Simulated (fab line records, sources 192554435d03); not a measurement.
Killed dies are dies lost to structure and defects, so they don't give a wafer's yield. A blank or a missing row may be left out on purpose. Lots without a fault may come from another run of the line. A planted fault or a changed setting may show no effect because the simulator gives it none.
Split-lot experiment | flow n5_finfet | 7 lots, 21 wafers read, on a route of 1938 steps

THE SPLIT
At N5_BEOL_M10_DEVELOP_10 (develop time 30 s), the setting develop_time_s was moved away from the recipe's 30 s on 5 of the 21 wafers read, by -20.0% to +22.4%. The other wafers ran this setting at the recipe's value.

FROM THE SPLIT TO THE READING: what the file shows between them, 8 steps
- N5_BEOL_M10_CD_MEAS_11: target cd 64.1 nm
- N5_BEOL_M10_DESCUM_16: chemistry O2, time 7.9 s
- N5_BEOL_M10_ETCH_61: etches SiARC in CF4, target depth 39 nm, time 65 s
- N5_BEOL_M10_ETCH_62: etches SOC in N2/H2, target depth 110 nm, overetch 22 nm, time 165 s
- N5_BEOL_M10_STRIP_68: strips in N2/H2
- N5_BEOL_M10_STRIP_67: strips in CF4
- N5_BEOL_M10_HM_OPEN_17: chemistry Cl2/BCl3, target TiN, target depth 20 nm, overetch 6 nm
- N5_BEOL_M10_STRIP_19: strips in O2

THE READING
cd_nm, in nm, at N5_BEOL_M10_CD_MEAS_18 (pitch 140 nm, target cd 70 nm). Fault-free wafers of this fab line usually give 70.1 nm, standard deviation 0.45 nm.

wafer  | tool, chamber at the split | develop_time_s as run, s | against the recipe | cd_nm, nm | against lot-mates on the recipe
L079.1 | litho_track-04, 0          | 30                       | recipe             | 70.1      | -
L079.2 | litho_track-04, 0          | 35.62                    | +18.7%             | 70.8      | +0.6
L079.5 | litho_track-04, 0          | 30                       | recipe             | 70.2      | -
L081.2 | litho_track-01, 0          | 30                       | recipe             | 70.5      | -
L081.3 | litho_track-01, 0          | 30                       | recipe             | 70.0      | -
L081.6 | litho_track-01, 0          | 30                       | recipe             | 70.5      | -
L083.4 | litho_track-01, 0          | 30                       | recipe             | 70.4      | -
L083.5 | litho_track-01, 0          | 30                       | recipe             | 69.9      | -
L083.6 | litho_track-01, 0          | 34.84                    | +16.1%             | 70.8      | +0.6
L089.1 | litho_track-01, 0          | 30                       | recipe             | 70.1      | -
L089.4 | litho_track-01, 0          | 36.71                    | +22.4%             | 70.9      | +0.9
L089.6 | litho_track-01, 0          | 30                       | recipe             | 70.0      | -
L091.1 | litho_track-01, 0          | 30                       | recipe             | 70.6      | -
L091.3 | litho_track-01, 0          | 30                       | recipe             | 71.1      | -
L091.4 | litho_track-01, 0          | 30                       | recipe             | 70.8      | -
L094.1 | litho_track-03, 0          | 30                       | recipe             | 70.0      | -
L094.4 | litho_track-03, 0          | 23.99                    | -20.0%             | 69.3      | -1.0
L094.6 | litho_track-03, 0          | 30                       | recipe             | 70.6      | -
L095.1 | litho_track-01, 0          | 30                       | recipe             | 69.9      | -
L095.3 | litho_track-01, 0          | 30                       | recipe             | 69.7      | -
L095.6 | litho_track-01, 0          | 35.48                    | +18.3%             | 70.5      | +0.7

THE FIT
A straight line over all 21 wafers: cd_nm changes by +0.0315 nm for each +1% of develop_time_s; r = +0.64; the points scatter about the line by 0.36 nm.
The same after taking each lot's own level away (the mean of its wafers on the recipe; 21 wafers): +0.0409 nm for each +1%; r = +0.90; scatter 0.19 nm.
On that fit, the largest move of develop_time_s shifts the reading by 0.92 nm.
The lots' own levels span 69.80 to 70.83 nm, that is 2.3 times the standard deviation above.
So the lot-to-lot level blurs the effect unless lot-mates are compared.
Check: with one of the wafers moved furthest among these (+22.4%) left out of the fit, the line predicts +0.913 nm for it against its lot-mates. It came out at +0.85 nm against them.

OTHER SPLITS ON THESE WAFERS
These wafers also went through other splits before the reading. Each is held against what the fit with the lots' levels taken away leaves over:
other split on the same wafers | wafers away from the commonest value | r with cd_nm (lot level and that fit taken away)
N5_BEOL_M8_EXPOSE_08 dose_mj   | 6                                    | +0.28
N5_BEOL_M10_ILD_DEP_00 time_s  | 9                                    | -0.29

THE WHOLE CHAIN: every reading that the file lists as answering this split, in the file's order
step                   | what it does                                                         | reading                                                                | change (the file's fit)                | r (the file's)
N5_BEOL_M10_CD_MEAS_11 | target cd 64.1 nm                                                    | cd_nm                                                                  | +0.0445 nm for each +1% of the setting | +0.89
N5_BEOL_M10_ETCH_61    | etches SiARC in CF4, target depth 39 nm, time 65 s                   | BEOL_M10.cd_offset_nm (the simulator's own value, which no gauge read) | +0.046 nm for each +1% of the setting  | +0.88
N5_BEOL_M10_ETCH_62    | etches SOC in N2/H2, target depth 110 nm, overetch 22 nm, time 165 s | BEOL_M10.cd_offset_nm (the simulator's own value, which no gauge read) | +0.0433 nm for each +1% of the setting | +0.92
N5_BEOL_M10_HM_OPEN_17 | chemistry Cl2/BCl3, target TiN, target depth 20 nm, overetch 6 nm    | BEOL_M10.cd_offset_nm (the simulator's own value, which no gauge read) | +0.0449 nm for each +1% of the setting | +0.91
N5_BEOL_M10_CD_MEAS_18 | pitch 140 nm, target cd 70 nm                                        | cd_nm                                                                  | +0.0411 nm for each +1% of the setting | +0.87

THE FILE'S OWN FIT
cd_nm changes by +0.0411 nm for each +1% of develop_time_s, r = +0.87.
